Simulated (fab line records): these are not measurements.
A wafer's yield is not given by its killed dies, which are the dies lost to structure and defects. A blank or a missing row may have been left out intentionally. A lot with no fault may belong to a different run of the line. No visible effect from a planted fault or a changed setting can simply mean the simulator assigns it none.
Matching of chambers :: flow nand-harc :: cmp-04 running NHARC_P_M2_CMP_23: 4 sister chambers
The step polishes, t overpolish 20 s, target thk 144.3 nm. 4 wafers are shown with their chamber, then 11 later ones without.

## WAFERS PAIRED WITH THEIR CHAMBERS
wafer: L093.2
chamber: 2
motor-current-A (A): 11.9

wafer: L093.3
chamber: 0
motor-current-A (A): 14.0

wafer: L093.4
chamber: 1
motor-current-A (A): 10.6

wafer: L093.1
chamber: 3
motor-current-A (A): 11.1

## WAFERS WHOSE CHAMBER IS MISSING
wafer: L093.5
motor-current-A (A): 10.4

wafer: L093.6
motor-current-A (A): 13.0

wafer: L092.3
motor-current-A (A): 10.5

wafer: L092.4
motor-current-A (A): 11.8

wafer: L092.6
motor-current-A (A): 11.9

wafer: L092.1
motor-current-A (A): 13.8

wafer: L092.2
motor-current-A (A): 10.4

wafer: L092.5
motor-current-A (A): 10.6

wafer: L095.1
motor-current-A (A): 12.5

wafer: L095.3
motor-current-A (A): 11.0

wafer: L095.6
motor-current-A (A): 10.6

## EACH ONE'S CHAMBER
wafer: L093.5
from the rows above: can't be placed: 1 or 3
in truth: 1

wafer: L093.6
from the rows above: can't be placed: 0 or 2
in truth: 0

wafer: L092.3
from the rows above: can't be placed: 1 or 3
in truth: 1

wafer: L092.4
from the rows above: can't be placed: 2 or 3
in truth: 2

wafer: L092.6
from the rows above: 2
in truth: 2

wafer: L092.1
from the rows above: 0
in truth: 0

wafer: L092.2
from the rows above: can't be placed: 1 or 3
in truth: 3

wafer: L092.5
from the rows above: can't be placed: 1 or 3
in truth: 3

wafer: L095.1
from the rows above: 2
in truth: 2

wafer: L095.3
from the rows above: can't be placed: 3 or 1
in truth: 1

wafer: L095.6
from the rows above: can't be placed: 1 or 3
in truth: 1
Correctly placed: 3 of 11. Unplaceable from these rows: 8, with the true chamber sitting among the candidates in 8. Wrongly placed: 0.
How it was worked out, from the rows above alone: a wafer's distance from a chamber is the root of the sum, over the readings, of the square of ((its reading less the chamber's mean) divided by the reading's scatter). The wafer belongs to the nearest chamber; if the next one is less than 2 further off, it can't be placed. The mean given for a chamber averages the wafers shown for that chamber. The scatter: with one shown wafer a chamber, the root of the mean of the squares of how far each hidden wafer lies from its nearest shown one.
